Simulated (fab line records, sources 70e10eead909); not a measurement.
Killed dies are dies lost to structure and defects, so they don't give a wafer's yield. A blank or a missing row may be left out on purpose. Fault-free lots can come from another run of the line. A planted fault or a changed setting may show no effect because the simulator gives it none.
A lot that was struck, set against a sound lot | flow nand harc | 14 out of 1302 route steps
Sound: the wafers L739.2, L739.3, L739.4. Wafers L737.2, L737.5, L737.6 were the ones struck. The cause comes at the end.
At each step with rows: each side's tool, then ch and its chambers, then its first start. Under that, the readings that differ: sound wafers | struck wafers | difference of the means | sigmas: that difference in standard deviations of wafers without a fault.
alike: a reading whose means differ by less than 2 such deviations, as well as words and numbers matching on both sides. not compared: withheld readings; readings where some wafer has no value; bounds like >300 that might hide an equal value; numbers whose values overlap and for which the record gives no deviation.
The two part at a step that has a row with sigmas, a row that says differs or no value, or rows on one side only. Numbers that have no deviation but don't overlap get no sigmas and don't part them. A reading missing from all wafers of one side parts the sides only when that side holds two or more wafers.

first, 6 steps without rows for these wafers: NHARC_P_CONTACT_COAT_06 (resist thk 90 nm); NHARC_P_CONTACT_SOFTBAKE_07 (time 55 s); NHARC_P_CONTACT_EBR_08; NHARC_P_CONTACT_EXPOSE_09 (exposes mask P CA, target cd 90 nm); NHARC_P_CONTACT_PEB_10 (peb time 65 s); NHARC_P_CONTACT_DEVELOP_11 (develop time 35 s).
NHARC_P_CONTACT_CD_MEAS_12: target cd 90 nm.
  sound on cd sem-03 ch 0, day 11 05:29; struck on cd sem-03 ch 0, day 10 13:27
  alike: cd nm
NHARC_P_CONTACT_OVL_MEAS_13:
  sound on overlay-02, day 11 05:34; struck on overlay-02, day 10 13:32
  alike: overlay x nm, overlay y nm
NHARC_P_CONTACT_INSPECT_14:
  sound on defect inspect-02, day 11 05:37; struck on defect inspect-02, day 10 13:34
  alike: raw defect count
NHARC_P_CONTACT_DESCUM_17: chemistry O2, time 3 s.
  sound on rie diel-08 ch 1,2,3, day 11 05:40; struck on rie diel-13 ch 1,2, day 10 13:38
  alike: drypump motor current A, oes product au, rf vpp V, showerhead plenum p Torr, throttle valve pct
  not compared: rf hours counter h
NHARC_P_CONTACT_ETCH_35: etches the open film in CF4, target depth 39 nm, time 65 s.
  sound on rie diel-08 ch 0,2,3, day 11 05:46; struck on rie diel-13 ch 0,2,3, day 10 13:44
  alike: drypump motor current A, oes product au, rf vpp V, showerhead plenum p Torr, throttle valve pct
  not compared: rf hours counter h
NHARC_P_CONTACT_ETCH_36: etches the open film in N2/H2, target depth 260 nm, time 406.25 s.
  sound: rie diel-08 ch 0,1,3; struck: rie diel-13 ch 2,3
  alike: drypump motor current A, oes product au, rf vpp V, showerhead plenum p Torr, throttle valve pct
  not compared: rf hours counter h
NHARC_P_CONTACT_ETCH_18: etches the open film in C4F8/O2/Ar, target depth 481 nm, time 240.5 s.
  sound on rie diel-08 ch 0,1,2, day 11 06:10; struck on rie diel-13 ch 0,1,2, day 10 14:09
  reading               | sound             | struck            | difference | sigmas
  oes product au (a.u.) | 0.967 0.957 0.990 | 1.265 1.259 1.293 | +0.301     | +14
  alike: rf vpp V
  not compared: rf hours counter h
then, 1 step without rows for these wafers: NHARC_P_CONTACT_STRIP_37 (strips in C4F8/O2/Ar).

WHERE THEY PART
At NHARC_P_CONTACT_ETCH_18 and nowhere else, as far as this record goes.

WHY: whatever the simulator had introduced
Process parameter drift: rie diel-13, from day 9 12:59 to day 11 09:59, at NHARC_P_CONTACT_ETCH_18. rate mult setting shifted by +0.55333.
